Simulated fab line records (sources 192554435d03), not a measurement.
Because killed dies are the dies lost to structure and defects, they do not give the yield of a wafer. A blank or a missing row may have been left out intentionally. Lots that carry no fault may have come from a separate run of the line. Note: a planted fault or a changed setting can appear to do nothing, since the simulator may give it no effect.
Matching of chambers -- flow n5-finfet -- rie-si-01 running N5_DUMMY_GATE_ETCH_32: 3 sister chambers
The step etches SiO2 in CF4, target depth 3.5 nm, time 3.9 s. 3 wafers are shown with their chamber, then 7 later ones without.

WAFERS, EACH WITH ITS CHAMBER
wafer,chamber,throttle-valve-pct (%)
L085.5,3,21.47
L085.6,0,21.83
L086.3,1,21.48

WAFERS MISSING THEIR CHAMBER
wafer,throttle-valve-pct (%)
L086.4,21.46
L086.5,21.81
L087.1,21.45
L087.4,21.47
L087.5,21.44
L096.1,21.46
L096.4,21.84

WHICH CHAMBER EACH WENT THROUGH
wafer,from the rows above,in truth
L086.4,can't be placed: 3 or 1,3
L086.5,0,0
L087.1,can't be placed: 3 or 1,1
L087.4,can't be placed: 3 or 1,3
L087.5,can't be placed: 3 or 1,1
L096.1,can't be placed: 3 or 1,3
L096.4,0,0
Correct placement for 2 of the 7. From these rows, 5 cannot be placed; in 5 the true chamber is one of the candidates. Wrongly placed: 0.
How it was worked out, from the rows above alone: a wafer's distance from a chamber is the root of the sum, over the readings, of the square of ((its reading less the chamber's mean) divided by the reading's scatter). If the next closest chamber is less than 2 further off than the closest, the wafer can't be placed; otherwise it belongs to the closest. The mean given for a chamber averages the wafers shown for that chamber. The scatter: root of mean squared gap, hidden wafer to nearest shown wafer, with one shown wafer a chamber.
